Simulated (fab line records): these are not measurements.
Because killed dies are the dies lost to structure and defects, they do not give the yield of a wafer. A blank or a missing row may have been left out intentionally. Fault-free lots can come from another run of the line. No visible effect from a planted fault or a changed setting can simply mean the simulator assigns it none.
Chamber matching :: flow n5 finfet :: 4 sister chambers for N5_FIN_SAQP_SPACER2_ALD_28 on ald sin-03
The step deposits SiO2, target thk 8.1 nm, pulse time 1 s, purge time 2 s. 4 wafers are shown with their chamber, then 9 later ones without.

== WAFERS PAIRED WITH THEIR CHAMBERS ==
wafer: L083.2
chamber: 0
heater power outer w (W): 290

wafer: L090.1
chamber: 3
heater power outer w (W): 288

wafer: L090.4
chamber: 1
heater power outer w (W): 356

wafer: L090.6
chamber: 2
heater power outer w (W): 321

== WAFERS WITH NO CHAMBER GIVEN ==
wafer: L091.1
heater power outer w (W): 362

wafer: L091.3
heater power outer w (W): 310

wafer: L091.5
heater power outer w (W): 280

wafer: L094.2
heater power outer w (W): 288

wafer: L094.4
heater power outer w (W): 306

wafer: L094.5
heater power outer w (W): 282

wafer: L097.2
heater power outer w (W): 280

wafer: L097.3
heater power outer w (W): 359

wafer: L097.5
heater power outer w (W): 362

== EACH ONE'S CHAMBER ==
wafer: L091.1
from the rows above: 1
in truth: 1

wafer: L091.3
from the rows above: can't be placed: 2 or 0 or 3
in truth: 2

wafer: L091.5
from the rows above: can't be placed: 3 or 0
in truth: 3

wafer: L094.2
from the rows above: can't be placed: 3 or 0
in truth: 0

wafer: L094.4
from the rows above: can't be placed: 2 or 0 or 3
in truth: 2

wafer: L094.5
from the rows above: can't be placed: 3 or 0
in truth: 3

wafer: L097.2
from the rows above: can't be placed: 3 or 0
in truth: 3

wafer: L097.3
from the rows above: 1
in truth: 1

wafer: L097.5
from the rows above: 1
in truth: 1
3 of 9 placed correctly. From these rows, 6 cannot be placed; in 6 the true chamber is one of the candidates. Wrongly placed: 0.
How it was worked out, from the rows above alone: a wafer's distance from a chamber is the root of the sum, over the readings, of the square of ((its reading less the chamber's mean) divided by the reading's scatter). The wafer belongs to the nearest chamber; if the next one is less than 2 further off, it can't be placed. Each chamber's mean is taken over the wafers shown for it. The scatter: with one shown wafer a chamber, the root of the mean of the squares of how far each hidden wafer lies from its nearest shown one.
